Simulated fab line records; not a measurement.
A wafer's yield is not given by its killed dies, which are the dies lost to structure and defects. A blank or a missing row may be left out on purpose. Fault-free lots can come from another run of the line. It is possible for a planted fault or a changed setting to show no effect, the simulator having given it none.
fab line records	flow nand_harc
record lots=6	wafers=18	last_day=33
route steps=1302 shown A_CONTACT@996 END@1302
lots that met no fault: from a run of the same line without faults
start_h: hours from the record's first day to the start of the lot's first wafer shown	wait_h: how many hours have passed since the lot's step before this one	" identical to the entry in the row above	L1.1+2: a single row standing in for several wafers	- either no value or no given start	* or withheld: withheld	< > ~ a bound
route shown NAME@n: names a module that has steps shown in the file, with the first one's number in the route	usual: mean/standard deviation of fault-free wafers	same: alike in all rows	chamber/n: place in a boat	sites: each site's reading	_std_site: their standard deviation	_edge_site: the outer-site mean with the inner-site mean subtracted	radius_mm: for every site, how far away it sits from the centre of the wafer	mask NAME#n: copy n	behind: tool/chamber where the wafer was last shaped	hold: cause of the lot's hold/its duration in hours/its outcome	device: the transistor (n, p or np) that didn't switch	end of line: at the end of the route, the tests of the same wafers	step lacking rows: just its recipe	killed: count of dies lost to structure and defects at first sort (not the wafer's yield)	map: a wafer's dies, x killed, . not, _ none there
set.NAME: the setting the step ran with; set.NAME@STEP: the setting that earlier step ran with	model.NAME: the simulator's own value behind a step, which no gauge read
lots seen at some steps along the route; tables by step, rows by wafer
services: a tool's chamber out of use, with start hour (start_h, from the record's first day; less than 0 if before it), hours out, and reason
## steps
# step NHARC_A_CONTACT_DEVELOP_41
# recipe develop_time_s=35	dev_temp_c=23
# step NHARC_A_CONTACT_CD_MEAS_42
# recipe target_cd_nm=300	landing_energy_ev=500
# usual cd_nm=300.2/0.45
lot.wafer	tool	chamber	start_h	wait_h	cd_nm
L821.2	cd_sem-01	0	507.77	-	300.2
L821.5	"	0	"	"	299.7
L821.6	"	0	"	"	300.2
L823.3	cd_sem-03	0	509.18	-	299.9
L823.4	"	0	"	"	300.1
L823.5	"	0	"	"	300.5
L831.1	cd_sem-02	0	600.61	-	300.3
L831.2	"	0	"	"	300.2
L831.4	"	0	"	"	300.0
L832.1	cd_sem-02	0	606.78	-	299.6
L832.3	"	0	"	"	299.7
L832.6	"	0	"	"	299.5
L842.1	cd_sem-02	0	700.99	-	299.0
L842.4	"	0	"	"	299.4
L842.6	"	0	"	"	299.6
L843.1	cd_sem-02	0	709.49	-	300.6
L843.4	"	0	"	"	300.2
L843.6	"	0	"	"	300.6
# step NHARC_A_CONTACT_OVL_MEAS_43
# usual overlay_x_nm=0.3/0.7	overlay_y_nm=0.2/0.95
lot.wafer	tool	chamber	start_h	wait_h	overlay_x_nm	overlay_y_nm
L821.2	overlay-01	-	507.86	-	0.2	0.9
L821.5	"	-	"	"	0.9	1.3
L821.6	"	-	"	"	0.3	1.5
L823.3	overlay-02	-	509.26	-	0.9	-1.0
L823.4	"	-	"	"	0.7	-1.0
L823.5	"	-	"	"	0.5	-1.0
L831.1	overlay-02	-	600.70	-	1.0	1.4
L831.2	"	-	"	"	0.8	1.5
L831.4	"	-	"	"	1.2	1.3
L832.1	overlay-02	-	606.87	-	0.6	1.1
L832.3	"	-	"	"	0.8	0.8
L832.6	"	-	"	"	0.1	1.2
L842.1	overlay-01	-	701.08	-	-1.0	1.3
L842.4	"	-	"	"	-1.1	0.8
L842.6	"	-	"	"	-1.3	0.9
L843.1	overlay-02	-	709.58	-	1.1	-0.5
L843.4	"	-	"	"	0.9	0.6
L843.6	"	-	"	"	1.1	-0.3
# step NHARC_A_CONTACT_INSPECT_44
# usual raw_defect_count=87/42
lot.wafer	tool	chamber	start_h	wait_h	raw_defect_count
L821.2	defect_inspect-01	-	507.89	0.0	48
L821.5	"	-	"	"	60
L821.6	"	-	"	"	45
L823.3	defect_inspect-01	-	509.30	0.0	57
L823.4	"	-	"	"	58
L823.5	"	-	"	"	56
L831.1	defect_inspect-02	-	600.73	0.0	140
L831.2	"	-	"	"	146
L831.4	"	-	"	"	140
L832.1	defect_inspect-02	-	606.90	0.0	121
L832.3	"	-	"	"	129
L832.6	"	-	"	"	106
L842.1	defect_inspect-02	-	701.12	0.0	46
L842.4	"	-	"	"	33
L842.6	"	-	"	"	41
L843.1	defect_inspect-01	-	709.61	0.0	102
L843.4	"	-	"	"	99
L843.6	"	-	"	"	105
# step NHARC_A_CONTACT_DESCUM_47
# recipe time_s=3	o2_flow_sccm=200	ar_flow_sccm=0	bias_power_w=0	chemistry=O2
# step NHARC_A_CONTACT_ETCH_48
# recipe target_depth_a=390	over_etch_frac=0.3	time_s=65	ion_energy_ev=80	cf4_flow_sccm=150	ar_flow_sccm=0	rf_w=300	bias_w=100	chemistry=CF4
# step NHARC_A_CONTACT_ETCH_49
# recipe target_depth_a=2600	over_etch_frac=0.3	time_s=475.3	ion_energy_ev=200	n2_flow_sccm=150	h2_flow_sccm=150	ar_flow_sccm=0	rf_w=400	bias_w=150	chemistry=N2/H2
# step NHARC_A_CONTACT_ETCH_50
# recipe target_depth_a=1210	time_s=60.5	cf4_flow_sccm=100	chf3_flow_sccm=30	ar_flow_sccm=0	rf_w=500	bias_w=200	chemistry=CF4/CHF3
# step NHARC_A_CONTACT_ETCH_51
# recipe target_depth_a=70000	over_etch_frac=0.3	time_s=1820	ion_energy_ev=150	o2_flow_sccm=400	cos_flow_sccm=20	ar_flow_sccm=0	rf_w=500	bias_w=300	chemistry=O2/COS
# step NHARC_A_CONTACT_ETCH_111
# recipe source_w=withheld	pressure_mtorr=20	bias_v=withheld	time_s=140	target_depth_a=7000	ar_flow_sccm=withheld	c4f8_flow_sccm=withheld	o2_flow_sccm=withheld	chemistry=C4F8/O2/Ar
# step NHARC_A_CONTACT_ETCH_112
# recipe source_w=withheld	pressure_mtorr=20	bias_v=3000	time_s=190	target_depth_a=18500	ar_flow_sccm=withheld	c4f8_flow_sccm=withheld	o2_flow_sccm=withheld	chemistry=C4F8/O2/Ar
# step NHARC_A_CONTACT_ETCH_113
# recipe source_w=withheld	pressure_mtorr=20	bias_v=3000	time_s=190	target_depth_a=18500	ar_flow_sccm=withheld	c4f8_flow_sccm=withheld	o2_flow_sccm=withheld	chemistry=C4F8/O2/Ar
# step NHARC_A_CONTACT_ETCH_114
# recipe source_w=withheld	pressure_mtorr=20	bias_v=3000	time_s=190	target_depth_a=18500	ar_flow_sccm=withheld	c4f8_flow_sccm=withheld	o2_flow_sccm=withheld	chemistry=C4F8/O2/Ar
# usual chamber_pressure_mTorr=19.999/0.018
lot.wafer	tool	chamber	start_h	wait_h	chamber_pressure_mTorr	rf_hours_counter_h
L821.2	har_cap_etch-03	1	510.34	0.1	20.000	46
L821.6	"	0	"	"	20.015	-
L821.5	"	1	"	"	20.015	-
L823.3	har_cap_etch-02	0	512.47	0.1	20.002	-
L823.4	"	1	"	"	19.993	-
L823.5	"	0	"	"	20.009	-
L831.1	har_cap_etch-02	1	603.92	0.1	19.966	100
L831.2	"	0	"	"	19.978	100
L831.4	"	1	"	"	19.997	-
L832.1	har_cap_etch-02	0	609.34	0.1	19.979	102
L832.3	"	0	"	"	20.012	-
L832.6	"	1	"	"	20.020	-
L842.1	har_cap_etch-01	0	704.27	0.1	20.023	33
L842.4	"	0	"	"	19.982	-
L842.6	"	1	"	"	20.020	-
L843.1	har_cap_etch-03	0	712.04	0.1	20.008	82
L843.4	"	0	"	"	20.011	-
L843.6	"	0	"	"	19.979	-
# step NHARC_A_CONTACT_ETCH_115
# recipe source_w=withheld	pressure_mtorr=20	bias_v=3000	time_s=190	target_depth_a=18500	ar_flow_sccm=withheld	c4f8_flow_sccm=withheld	o2_flow_sccm=withheld	chemistry=C4F8/O2/Ar
# step NHARC_A_CONTACT_ETCH_116
# recipe source_w=withheld	pressure_mtorr=20	bias_v=3000	time_s=190	target_depth_a=18500	ar_flow_sccm=withheld	c4f8_flow_sccm=withheld	o2_flow_sccm=withheld	chemistry=C4F8/O2/Ar
# step NHARC_A_CONTACT_ETCH_117
# recipe source_w=withheld	pressure_mtorr=20	bias_v=3000	time_s=190	target_depth_a=18500	ar_flow_sccm=withheld	c4f8_flow_sccm=withheld	o2_flow_sccm=withheld	chemistry=C4F8/O2/Ar
# usual chamber_pressure_mTorr=19.999/0.02
lot.wafer	tool	chamber	start_h	wait_h	chamber_pressure_mTorr	rf_hours_counter_h
L821.2	har_cap_etch-03	1	510.85	0.1	19.974	47
L821.6	"	0	"	"	20.017	-
L821.5	"	1	"	"	19.998	-
L823.3	har_cap_etch-02	0	512.99	0.1	20.004	-
L823.4	"	1	"	"	19.997	-
L823.5	"	0	"	"	20.003	-
L831.1	har_cap_etch-02	1	604.43	0.1	20.013	100
L831.2	"	0	"	"	19.990	100
L831.4	"	1	"	"	20.006	-
L832.1	har_cap_etch-02	0	609.86	0.1	20.027	103
L832.3	"	0	"	"	20.002	-
L832.6	"	1	"	"	20.009	-
L842.1	har_cap_etch-01	0	704.78	0.1	19.986	34
L842.4	"	0	"	"	19.985	-
L842.6	"	1	"	"	19.979	-
L843.1	har_cap_etch-03	0	712.55	0.1	20.005	82
L843.4	"	0	"	"	20.019	-
L843.6	"	0	"	"	20.007	-
# step NHARC_A_CONTACT_ETCH_118
# recipe source_w=withheld	pressure_mtorr=20	bias_v=3000	time_s=190	target_depth_a=18500	ar_flow_sccm=withheld	c4f8_flow_sccm=withheld	o2_flow_sccm=withheld	chemistry=C4F8/O2/Ar
# usual chamber_pressure_mTorr=19.999/0.019
lot.wafer	tool	chamber	start_h	wait_h	chamber_pressure_mTorr	rf_hours_counter_h
L821.2	har_cap_etch-03	1	511.02	0.1	20.033	47
L821.6	"	0	"	"	19.992	-
L821.5	"	1	"	"	19.982	-
L823.3	har_cap_etch-02	0	513.16	0.1	20.007	-
L823.4	"	1	"	"	20.004	-
L823.5	"	0	"	"	20.013	-
L831.1	har_cap_etch-02	1	604.60	0.1	19.983	100
L831.2	"	0	"	"	20.024	100
L831.4	"	1	"	"	20.011	-
L832.1	har_cap_etch-02	0	610.04	0.1	20.007	103
L832.3	"	0	"	"	19.974	-
L832.6	"	1	"	"	20.013	-
L842.1	har_cap_etch-01	0	704.96	0.1	19.989	34
L842.4	"	0	"	"	20.004	-
L842.6	"	1	"	"	20.017	-
L843.1	har_cap_etch-03	0	712.72	0.1	20.000	82
L843.4	"	0	"	"	19.994	-
L843.6	"	0	"	"	20.021	-
# step NHARC_A_CONTACT_ETCH_119
# recipe source_w=withheld	pressure_mtorr=20	bias_v=3000	time_s=190	target_depth_a=18500	ar_flow_sccm=withheld	c4f8_flow_sccm=withheld	o2_flow_sccm=withheld	chemistry=C4F8/O2/Ar
# step NHARC_A_CONTACT_ETCH_120
# recipe source_w=withheld	pressure_mtorr=20	bias_v=3000	time_s=190	target_depth_a=18500	ar_flow_sccm=withheld	c4f8_flow_sccm=withheld	o2_flow_sccm=withheld	chemistry=C4F8/O2/Ar
# usual chamber_pressure_mTorr=19.998/0.019
lot.wafer	tool	chamber	start_h	wait_h	chamber_pressure_mTorr	rf_hours_counter_h
L821.2	har_cap_etch-03	1	511.36	0.1	20.050	47
L821.6	"	0	"	"	20.004	-
L821.5	"	1	"	"	20.005	-
L823.3	har_cap_etch-02	0	513.50	0.1	20.006	-
L823.4	"	1	"	"	19.992	-
L823.5	"	0	"	"	19.997	-
L831.1	har_cap_etch-02	1	604.94	0.1	20.017	101
L831.2	"	0	"	"	20.011	101
L831.4	"	1	"	"	19.967	-
L832.1	har_cap_etch-02	0	610.38	0.1	19.979	103
L832.3	"	0	"	"	19.996	-
L832.6	"	1	"	"	20.021	-
L842.1	har_cap_etch-01	0	705.30	0.1	19.994	34
L842.4	"	0	"	"	19.992	-
L842.6	"	1	"	"	19.999	-
L843.1	har_cap_etch-03	0	713.06	0.1	19.989	82
L843.4	"	0	"	"	19.999	-
L843.6	"	0	"	"	19.968	-
# step NHARC_A_CONTACT_ETCH_121
# recipe source_w=withheld	pressure_mtorr=20	bias_v=3000	time_s=190	target_depth_a=18500	ar_flow_sccm=withheld	c4f8_flow_sccm=withheld	o2_flow_sccm=withheld	chemistry=C4F8/O2/Ar
# step NHARC_A_CONTACT_ETCH_122
# recipe source_w=withheld	pressure_mtorr=20	bias_v=3000	time_s=190	target_depth_a=18500	ar_flow_sccm=withheld	c4f8_flow_sccm=withheld	o2_flow_sccm=withheld	chemistry=C4F8/O2/Ar
# step NHARC_A_CONTACT_ETCH_123
# recipe source_w=withheld	pressure_mtorr=20	bias_v=400	time_s=490	target_depth_a=21100	ar_flow_sccm=withheld	c4f8_flow_sccm=11.5	o2_flow_sccm=7.2	chemistry=C4F8/O2/Ar
# step NHARC_A_CONTACT_ETCH_90
# recipe target_depth_a=400	over_etch_frac=0.5	time_s=85.7	ion_energy_ev=120	ch3f_flow_sccm=50	o2_flow_sccm=30	ar_flow_sccm=200	rf_w=500	bias_w=100	chemistry=CH3F/O2
# usual chamber_pressure_mTorr=24.997/0.024	drypump_motor_current_A=6.08/0.23	o2_flow_sccm=29.99/0.09	oes_product_au=0.96/0.036	rf_vpp_V=244.3/1.4	showerhead_plenum_p_Torr=2.46/0.088	throttle_valve_pct=20.664/0.0085
# same over_etch_frac=0.5
lot.wafer	tool	chamber	start_h	wait_h	chamber_pressure_mTorr	drypump_motor_current_A	o2_flow_sccm	oes_product_au	rf_hours_counter_h	rf_vpp_V	showerhead_plenum_p_Torr	throttle_valve_pct
L821.2	rie_diel-10	0	512.87	0.8	25.035	6.14	30.03	0.94	12	244.7	2.51	20.656
L821.6	"	1	"	"	24.966	5.67	29.99	0.93	-	243.2	2.41	20.651
L821.5	"	2	"	"	24.975	6.27	30.01	0.93	-	243.5	2.43	20.659
L823.3	rie_diel-10	3	514.95	0.7	24.955	5.82	30.11	0.93	13	244.1	2.40	20.665
L823.4	"	0	"	"	24.993	6.14	29.88	0.93	12	245.3	2.51	20.669
L823.5	"	2	"	"	24.989	6.25	30.04	0.91	-	243.8	2.43	20.653
L831.1	rie_diel-10	3	606.43	0.9	24.991	5.81	29.92	0.99	0	244.4	2.39	20.653
L831.4	"	0	"	"	24.970	6.15	29.71	0.99	0	244.4	2.51	20.665
L831.2	"	1	"	"	25.020	5.69	29.94	0.99	0	242.7	2.41	20.662
L832.3	rie_diel-10	1	611.86	0.6	25.000	5.68	30.03	1.00	1	243.2	2.41	20.653
L832.1	"	3	"	"	24.988	5.82	30.04	1.00	1	243.9	2.39	20.649
L832.6	"	1	"	"	25.019	5.69	29.93	1.00	-	241.8	2.41	20.652
L842.4	rie_diel-12	3	706.78	0.7	25.018	5.87	30.06	0.92	27	245.6	2.60	20.656
L842.1	"	0	"	"	24.998	6.21	29.87	0.92	24	243.5	2.34	20.664
L842.6	"	0	"	"	25.037	6.18	29.85	0.93	-	243.3	2.34	20.647
L843.4	rie_diel-10	2	714.55	0.7	24.990	6.26	30.10	1.00	23	242.7	2.41	20.672
L843.1	"	3	"	"	24.960	5.83	30.01	1.01	18	243.4	2.38	20.653
L843.6	"	2	"	"	24.993	6.23	30.04	1.00	-	243.1	2.42	20.668
# step NHARC_A_CONTACT_ETCH_96
# recipe target_depth_a=200	over_etch_frac=0.5	time_s=10	ion_energy_ev=250	c4f6_flow_sccm=25	o2_flow_sccm=20	ar_flow_sccm=500	rf_w=600	bias_w=500	chemistry=C4F6/O2
# step NHARC_A_CONTACT_CD_MEAS_53
# usual cd_nm=289.5/0.9
lot.wafer	tool	chamber	start_h	wait_h	cd_nm
L821.2	cd_sem-01	-	513.05	-	288.4
L821.5	"	-	"	"	288.6
L821.6	"	-	"	"	289.0
L823.3	cd_sem-02	-	515.16	-	287.3
L823.4	"	-	"	"	286.5
L823.5	"	-	"	"	286.6
L831.1	cd_sem-03	-	606.65	-	290.2
L831.2	"	-	"	"	290.4
L831.4	"	-	"	"	290.4
L832.1	cd_sem-03	-	612.06	-	289.8
L832.3	"	-	"	"	289.5
L832.6	"	-	"	"	289.7
L842.1	cd_sem-03	-	707.02	-	289.4
L842.4	"	-	"	"	289.8
L842.6	"	-	"	"	289.5
L843.1	cd_sem-03	-	714.77	-	287.9
L843.4	"	-	"	"	287.9
L843.6	"	-	"	"	288.3
# step NHARC_A_CONTACT_STRIP_99
# recipe n2_flow_sccm=150	h2_flow_sccm=150	ar_flow_sccm=0	bias_w=0	chemistry=N2/H2
# step NHARC_A_CONTACT_STRIP_100
# recipe cf4_flow_sccm=100	chf3_flow_sccm=30	ar_flow_sccm=0	bias_w=0	chemistry=CF4/CHF3
# step NHARC_A_CONTACT_STRIP_101
# recipe o2_flow_sccm=400	cos_flow_sccm=20	ar_flow_sccm=0	bias_w=0	chemistry=O2/COS
# step NHARC_A_CONTACT_ETCH_102
# recipe target_depth_a=1000	overetch_a=100	time_s=55	ion_energy_ev=100	cf4_flow_sccm=80	o2_flow_sccm=20	ar_flow_sccm=0	rf_w=300	bias_w=100	chemistry=CF4/O2
# usual chamber_pressure_mTorr=30.003/0.026	drypump_motor_current_A=6.10/0.24	o2_flow_sccm=20.00/0.063	oes_product_au=0.998/0.0084	rf_vpp_V=197.7/1.4	showerhead_plenum_p_Torr=1.34/0.053	throttle_valve_pct=13.397/0.0091
lot.wafer	tool	chamber	start_h	wait_h	chamber_pressure_mTorr	drypump_motor_current_A	o2_flow_sccm	oes_product_au	rf_hours_counter_h	rf_vpp_V	showerhead_plenum_p_Torr	throttle_valve_pct
L821.2	rie_diel-12	3	513.34	0.1	30.007	5.89	20.11	1.000	18	198.2	1.43	13.390
L821.5	"	2	"	"	29.963	6.28	19.92	0.998	-	197.4	1.31	13.402
L821.6	"	3	"	"	30.024	5.89	20.07	0.993	-	200.9	1.43	13.384
L823.4	rie_diel-10	1	515.45	0.1	30.020	5.67	19.98	1.000	12	196.1	1.31	13.406
L823.3	"	2	"	"	30.009	6.24	20.02	0.993	13	198.8	1.32	13.392
L823.5	"	2	"	"	30.028	6.20	20.07	1.000	-	197.7	1.32	13.399
L831.1	rie_diel-10	3	607.19	0.3	30.001	5.80	19.98	0.999	0	196.6	1.30	13.410
L831.2	"	0	"	"	30.030	6.17	19.96	1.008	0	197.5	1.36	13.396
L831.4	"	2	"	"	30.047	6.23	19.94	0.999	0	197.8	1.32	13.417
L832.3	rie_diel-10	0	612.37	0.1	29.995	6.15	19.94	1.009	1	197.5	1.36	13.400
L832.1	"	1	"	"	30.019	5.69	20.04	1.000	1	195.8	1.31	13.390
L832.6	"	3	"	"	29.972	5.82	20.12	1.008	-	196.8	1.30	13.416
L842.1	rie_diel-10	3	707.33	0.1	30.003	5.77	20.07	1.010	16	196.4	1.29	13.390
L842.4	"	1	"	"	30.009	5.68	19.99	1.003	16	197.9	1.30	13.390
L842.6	"	0	"	"	29.980	6.16	19.97	0.999	-	198.5	1.36	13.399
L843.1	rie_diel-10	0	715.12	0.1	30.011	6.14	20.08	0.996	23	197.4	1.36	13.415
L843.4	"	1	"	"	29.983	5.68	20.02	0.987	18	197.0	1.30	13.400
L843.6	"	3	"	"	29.965	5.83	20.02	0.997	-	198.2	1.29	13.383
# step NHARC_A_CONTACT_STRIP_55
# recipe o2_flow_sccm=500	ar_flow_sccm=0	bias_w=0	chemistry=O2
# step NHARC_A_CONTACT_STRIP_56
# recipe time_s=600	temp_c=30	chemistry=post_etch_residue_remover
# step NHARC_A_CONTACT_DEP_57
# recipe target_thk_a=53000	temp_c=400	material=aC
# step NHARC_A_CONTACT_DEP_58
# recipe target_thk_a=900	target_thk_nm=90	temp_c=400	pressure_torr=3.5	flow_sccm=200	rf_w=350	material=SiON
# step NHARC_A_CONTACT_DEHYDRATE_59
# recipe temp_c=150	time_s=120
# step NHARC_A_CONTACT_HMDS_60
# recipe time_s=30
# step NHARC_A_CONTACT_COAT_61
# recipe temp_c=260	time_s=75
# step NHARC_A_CONTACT_COAT_62
# recipe temp_c=225	time_s=65
# step NHARC_A_CONTACT_COAT_63
# recipe spin_rpm=1500	resist_thk_nm=90
# step NHARC_A_CONTACT_SOFTBAKE_64
# recipe temp_c=105	time_s=55
# step NHARC_A_CONTACT_EBR_65
# step NHARC_A_CONTACT_EXPOSE_66
# recipe na=1.35	sigma_outer=0.8	dose_mj=59.02	mask_id=A_CC_2
# step NHARC_A_CONTACT_PEB_67
# recipe peb_temp_c=100	peb_time_s=65
# step NHARC_END_SORT_01
# recipe temp_c=25
# usual killed_at_array=51/17	killed_at_other=1.6/2.1	killed_at_periphery=4/3.2	killed_dies=57/18	killed_open=2.9/1.7	killed_short=2.3/1.3
# same gross_dies=677
lot.wafer	tool	chamber	start_h	wait_h	killed_at_array	killed_at_other	killed_at_periphery	killed_dies	killed_open	killed_short
L831.2	prober-01	0	676.64	2.8	147	2	3	152	2	1
L832.1	prober-02	0	683.55	2.5	132	1	3	136	2	3
L832.3	prober-02	0	685.13	3.1	121	2	0	123	0	1
# killed by level:class
L831.2 A_CONTACT:unspecified=64 A_CHANNEL_HOLE_D1:chamber_film_flake=35 A_SLIT:chamber_film_flake=22 A_CONTACT:chamber_film_flake=12 A_CHANNEL_HOLE_D2:chamber_film_flake=10 THIN_TSV:chamber_film_flake=2 A_ONON_D1:geometric_particle:open=1 A_CHANNEL_HOLE_D1:geometric_particle:short=1
L832.1 A_CONTACT:unspecified=67 A_CHANNEL_HOLE_D1:chamber_film_flake=32 A_SLIT:chamber_film_flake=22 A_CONTACT:chamber_film_flake=4 A_STAIRCASE:chamber_film_flake=3 P_M1:geometric_particle:short=2 P_M0:geometric_particle:open=1 A_ONON_D2:geometric_particle:short=1
L832.3 A_CONTACT:unspecified=65 A_CHANNEL_HOLE_D1:chamber_film_flake=29 A_SLIT:chamber_film_flake=16 A_STAIRCASE:chamber_film_flake=5 A_DECK1_JOINT:chamber_film_flake=2 A_WL_FILL:chamber_film_flake=2 THIN_TSV:chamber_film_flake=2 A_ONON_D2:geometric_particle:short=1
# map L831.2 (x killed, . not)
____________.____________
_________x......_________
_______..........._______
______.............______
_____..........x...x_____
____....x.........xxx____
____.....x....xxxxxxx____
___.............xxxxxx___
___..............xxxxx___
__..............xxxxxxx__
__..............xxxxxxx__
_.....x..........xxxxxxx_
_...............x.xxxxxx_
_...............x.xxxxxx_
_.................xxxxxx_
_..................xx..x_
.............x...........
.............x.......x...
.....x...................
..............x..........
.........................
_............x..x......._
_......................._
_......................._
_...............x......._
_....x.................._
__.x..xx.......x.......__
__..x.....x.....x......__
___xxx.xx.......x.x..x___
___....x.......xxxx.x.___
____xx.xx..x..xxxxx.x____
____xxxx.x...xxxxxx.x____
_____.xxxxx.....xx.x_____
______xxxxx...xxxxx______
_______xxxx..xxxxx_______
_________......x_________
____________.____________
# map L832.1 (x killed, . not)
____________.____________
_________......._________
_______...x......._______
______.............______
_____.............xx_____
____..............xxx____
____.............xxxx____
___..............xxxxx___
___.........x....xxxxx___
__.............x.xxxxxx__
__.............xxxxxxxx__
_......x........xxxxxxxx_
_................xxxxxxx_
_................xxxxxxx_
_.................xxxxxx_
_.................xxxxxx_
....................xxxxx
....................xxxxx
.x...................xxxx
......................xxx
...................x..xx.
_........x...........xxx_
_......................x_
_.................x....._
_....................x.._
_...............x......._
__............x.....x..__
__......x....xx.xx.....__
___............x......___
___..............x.x..___
____...........xxxxx.____
____.........x.xxxxx.____
_____.........xxxxxx_____
______.......xxx.xx______
_______.......xxxx_______
_________......._________
____________.____________
## services
tool	chamber	start_h	hours	kind
rie_diel-12	-	488.80	1.9	repair
har_cap_etch-01	-	498.41	17.0	pm
rie_diel-10	0	502.22	-	clean
rie_diel-10	1	502.22	-	clean
rie_diel-10	2	502.22	-	clean
rie_diel-10	3	502.22	-	clean
rie_diel-12	2	505.50	4.2	repair
rie_diel-10	0	526.72	-	clean
rie_diel-10	1	526.72	-	clean
rie_diel-10	2	526.72	-	clean
rie_diel-10	3	526.72	-	clean
rie_diel-10	0	551.22	-	clean
rie_diel-10	1	551.22	-	clean
rie_diel-10	2	551.22	-	clean
rie_diel-10	3	551.22	-	clean
har_cap_etch-02	-	562.06	1.1	repair
rie_diel-10	0	575.72	-	clean
rie_diel-10	1	575.72	-	clean
har_cap_etch-02	-	585.38	0.2	repair
rie_diel-10	-	596.72	9.0	pm
rie_diel-12	-	623.18	9.0	pm
rie_diel-10	1	624.97	18.9	repair
rie_diel-10	3	634.00	16.1	repair
rie_diel-12	0	685.69	1.4	repair
## key
first_sign step=NHARC_END_SORT_01	reading=killed_at_array	direction=up	sigmas=4.7	usual=51	struck=133
effect step=NHARC_END_SORT_01	reading=killed_dies	direction=up	sigmas=4.5	usual=57	struck=137
more_kills_born_at NHARC_A_CONTACT_ETCH_114@har_cap_etch-02=186
met_at NHARC_A_CONTACT_ETCH_114
struck_wafers L831.2,L832.1,L832.3
tester_left_out L831,L832
onset_between 512.47 603.92
fault kind=chamber_particle_source	tool=har_cap_etch-02	chamber=0	onset_h=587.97	steps=NHARC_A_CONTACT_ETCH_114	rate_per_visit_cm2=1.0971	end_h=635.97
# tester_left_out: of these lots the tester's yield and bins aren't shown, on N5 and GAA mostly nor the transistor test; their killed dies are dies lost to structure and defects alone, not to doping, threshold or leakage, so they don't give the yield
